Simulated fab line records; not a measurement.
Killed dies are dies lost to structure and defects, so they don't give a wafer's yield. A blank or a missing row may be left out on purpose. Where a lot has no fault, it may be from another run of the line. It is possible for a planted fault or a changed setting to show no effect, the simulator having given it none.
Matching of chambers	flow n5 finfet	pecvd-02 running N5_BEOL_M10_DEP_56: 3 sister chambers
The step deposits SiCN from 3MS/NH3, target thk 15 nm, time 26.5 s. 6 wafers are shown with their chamber, then 7 later ones without.

WAFERS WITH THEIR CHAMBER
wafer	chamber	throttle valve pct (%)	showerhead plenum p Torr (Torr)
L085.1	2	8.9	3.696
L089.1	0	9.0	3.671
L089.2	2	8.5	3.700
L089.4	1	9.4	3.679
L093.2	1	9.3	3.682
L093.5	0	8.9	3.680

WAFERS WITH NO CHAMBER GIVEN
wafer	throttle valve pct (%)	showerhead plenum p Torr (Torr)
L093.6	8.5	3.694
L096.2	8.7	3.692
L096.3	9.4	3.687
L096.4	8.6	3.704
L097.1	9.0	3.674
L097.2	8.6	3.686
L097.6	8.6	3.695

CHAMBER TAKEN BY EACH
wafer	from the rows above	in truth
L093.6	2	2
L096.2	2	2
L096.3	1	1
L096.4	2	2
L097.1	0	0
L097.2	can't be placed: 2 or 0 or 1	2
L097.6	2	2
Correct placement for 6 of the 7. Cannot be placed on the basis of these rows: 1; the candidates contain the true chamber in 1. 0 placed wrongly.
How it was worked out, from the rows above alone: a wafer's distance from a chamber is the root of the sum, over the readings, of the square of ((its reading less the chamber's mean) divided by the reading's scatter). The wafer belongs to the nearest chamber; if the next one is less than 2 further off, it can't be placed. A chamber's mean is the mean of its shown wafers. The scatter: the root of (the sum of the squares of (reading less its chamber's mean) over the shown wafers, divided by (wafers less chambers)).
